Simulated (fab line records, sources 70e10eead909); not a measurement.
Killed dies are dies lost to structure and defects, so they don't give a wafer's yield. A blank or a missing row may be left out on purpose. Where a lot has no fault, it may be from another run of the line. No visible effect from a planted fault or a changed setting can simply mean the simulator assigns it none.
Chamber matching	flow nand harc	NHARC_A_CONTACT_DESCUM_47 on rie diel-06: 4 sister chambers
The step chemistry O2, time 3 s. 45 wafers are shown with their chamber, then 12 later ones without.

WAFERS, EACH WITH ITS CHAMBER
wafer	chamber	drypump motor current A (A)	showerhead plenum p Torr (Torr)	oes product au (a.u.)
L075.1	1	4.9	1.86	0.979
L075.4	2	5.8	1.84	0.981
L075.5	1	4.9	1.86	0.985
L075.2	0	6.1	1.82	0.994
L075.3	3	5.9	1.89	0.983
L075.6	2	5.8	1.84	0.985
L079.3	1	4.9	1.86	0.980
L079.4	2	5.8	1.83	0.979
L079.5	3	5.9	1.89	0.985
L081.1	0	6.1	1.82	0.995
L081.2	1	4.8	1.86	0.972
L081.3	2	5.8	1.83	0.981
L081.4	3	5.9	1.89	0.978
L081.5	1	4.8	1.86	0.971
L081.6	0	6.1	1.82	0.991
L082.1	3	5.9	1.89	0.983
L082.3	1	4.8	1.86	0.984
L082.5	3	5.8	1.89	0.979
L084.1	0	6.1	1.82	0.975
L084.5	2	5.9	1.83	0.965
L084.6	3	5.9	1.88	0.979
L088.1	0	6.1	1.82	0.983
L088.3	3	5.9	1.88	0.991
L088.6	0	6.1	1.82	0.979
L088.2	1	4.8	1.86	0.988
L088.4	2	5.8	1.83	0.976
L088.5	3	5.9	1.88	0.974
L087.1	2	5.8	1.83	0.965
L087.5	1	4.9	1.86	0.976
L087.6	0	6.1	1.82	0.978
L089.1	1	4.8	1.86	0.997
L089.4	3	5.8	1.88	0.988
L089.6	0	6.1	1.82	0.989
L089.2	0	6.1	1.82	0.995
L089.3	2	5.8	1.83	0.984
L089.5	3	5.8	1.88	0.983
L086.1	3	5.9	1.88	1.008
L086.3	2	5.8	1.83	0.979
L086.5	3	5.9	1.88	0.999
L086.2	1	4.8	1.86	0.984
L086.4	0	6.1	1.82	1.015
L086.6	2	5.8	1.83	0.983
L090.1	3	5.9	1.88	0.992
L090.5	0	6.1	1.81	0.986
L090.6	3	5.9	1.88	0.980

SIGNATURES (averages over the wafers above)
reading	chamber 0	chamber 1	chamber 2	chamber 3	scatter within a chamber
drypump motor current A	6.100	4.840	5.810	5.879	0.0371
showerhead plenum p Torr	1.8191	1.8600	1.8320	1.8836	0.00374
oes product au	0.98909	0.98160	0.97780	0.98586	0.00903
Rule: distance of a wafer from a chamber = root of the sum over the readings of ((wafer's reading minus chamber's mean) / reading's scatter) squared. The wafer belongs to the nearest chamber; if the next one is less than 2 further off, it can't be placed. The scatter: take each reading less its chamber's mean, square it, sum over the shown wafers, divide by the number of wafers less the number of chambers, and take the root.

WAFERS WHOSE CHAMBER IS MISSING
wafer	drypump motor current A (A)	showerhead plenum p Torr (Torr)	oes product au (a.u.)
L090.2	6.2	1.81	0.981
L090.3	5.8	1.83	0.970
L090.4	4.9	1.86	0.988
L093.2	5.9	1.88	0.992
L093.4	6.1	1.81	1.004
L093.5	5.9	1.83	1.000
L095.3	6.1	1.81	1.004
L095.5	6.1	1.81	1.002
L095.6	4.9	1.85	0.997
L097.3	5.8	1.83	0.998
L097.4	6.1	1.81	1.002
L097.5	4.9	1.85	0.987

WHICH CHAMBER EACH WENT THROUGH
wafer	from the rows above	in truth
L090.2	0	0
L090.3	2	2
L090.4	1	1
L093.2	3	3
L093.4	0	0
L093.5	2	2
L095.3	0	0
L095.5	0	0
L095.6	1	1
L097.3	2	2
L097.4	0	0
L097.5	1	1
12 of 12 placed correctly. Not placeable from these rows: 0. 0 placed wrongly.
